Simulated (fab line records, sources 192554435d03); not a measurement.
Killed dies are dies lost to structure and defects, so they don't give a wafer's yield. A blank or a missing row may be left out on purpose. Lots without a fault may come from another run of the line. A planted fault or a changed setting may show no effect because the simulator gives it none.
Split-lot experiment | flow n5_finfet | 7 lots, 21 wafers read, on a route of 1938 steps

THE SPLIT
At N5_BEOL_M8_DEP_56 (deposits SiCN from 3MS/NH3, target thk 10 nm, time 17.5 s), the setting time_s was moved away from the recipe's 17.5 s on 5 of the 21 wafers read, by -14.7% to +13.4%. The other wafers ran this setting at the recipe's value.

The reading is taken at the split's own step.

THE READING
SiCN_of_BEOL_M8_DEP_56.thk_nm (the simulator's own value, which no gauge read), in nm, at N5_BEOL_M8_DEP_56 (deposits SiCN from 3MS/NH3, target thk 10 nm, time 17.5 s). The file gives no usual value for it. The 16 wafers here that ran the recipe average 10.0 nm, standard deviation 0.21 nm.

wafer  | tool, chamber at the split | time_s as run, s | against the recipe | SiCN_of_BEOL_M8_DEP_56.thk_nm, nm | against lot-mates on the recipe
L074.2 | pecvd-04, 1                | 17.5             | recipe             | 9.6                               | -
L074.3 | pecvd-04, 2                | 14.93            | -14.7%             | 8.4                               | -1.2
L074.6 | pecvd-04, 1                | 14.93            | -14.7%             | 8.8                               | -0.8
L076.1 | pecvd-04, 0                | 19.45            | +11.1%             | 11.2                              | +0.9
L076.4 | pecvd-04, 1                | 17.5             | recipe             | 10.4                              | -
L076.5 | pecvd-04, 2                | 17.5             | recipe             | 10.2                              | -
L079.3 | pecvd-04, 1,0              | 17.5             | recipe             | 9.8                               | -
L079.5 | pecvd-04, 1,0              | 17.5             | recipe             | 9.8                               | -
L079.4 | pecvd-04, 2                | 17.5             | recipe             | 10                                | -
L087.3 | pecvd-02, 2                | 17.5             | recipe             | 10                                | -
L087.4 | pecvd-02, 1                | 17.5             | recipe             | 9.8                               | -
L087.6 | pecvd-02, 1                | 17.5             | recipe             | 10.2                              | -
L094.4 | pecvd-04, 0                | 19.85            | +13.4%             | 11.4                              | +1.4
L094.5 | pecvd-04, 2                | 19.85            | +13.4%             | 11.2                              | +1.2
L094.6 | pecvd-04, 1                | 17.5             | recipe             | 10                                | -
L092.4 | pecvd-02, 1,2              | 17.5             | recipe             | 10                                | -
L092.5 | pecvd-02, 1,2              | 17.5             | recipe             | 10                                | -
L092.6 | pecvd-02, 0                | 17.5             | recipe             | 10.4                              | -
L097.3 | pecvd-04, 1                | 17.5             | recipe             | 10                                | -
L097.5 | pecvd-04, 2,0              | 17.5             | recipe             | 10.2                              | -
L097.6 | pecvd-04, 2,0              | 17.5             | recipe             | 10.2                              | -
Where a row lists several chambers, the file gives one row for several wafers and doesn't say which wafer went through which chamber.

THE FIT
A straight line over all 21 wafers: SiCN_of_BEOL_M8_DEP_56.thk_nm changes by +0.0972 nm for each +1% of time_s; r = +0.95; the points scatter about the line by 0.21 nm.
The same after taking each lot's own level away (the mean of its wafers on the recipe; 21 wafers): +0.0808 nm for each +1%; r = +0.96; scatter 0.16 nm.
On that fit, the largest move of time_s shifts the reading by 1.2 nm.
The lots' own levels span 9.60 to 10.30 nm, that is 3.3 times the standard deviation above.
So the lot-to-lot level changes the slope: the two fits differ.
Check: with one of the wafers moved furthest among these (-14.7%) left out of the fit, the line predicts -1.13 nm for it against its lot-mates. It came out at -1.2 nm against them.

OTHER SPLITS ON THESE WAFERS
These wafers also went through other splits before the reading. Each is held against what the fit with the lots' levels taken away leaves over:
other split on the same wafers | wafers away from the commonest value | r with SiCN_of_BEOL_M8_DEP_56.thk_nm (lot level and that fit taken away)
N5_BEOL_M7_EXPOSE_25 dose_mj   | 9                                    | -0.26
N5_BEOL_M8_ETCH_62 source_w    | 9                                    | +0.25

THE FILE'S OWN FIT
SiCN_of_BEOL_M8_DEP_56.thk_nm changes by +0.0811 nm for each +1% of time_s, r = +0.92.
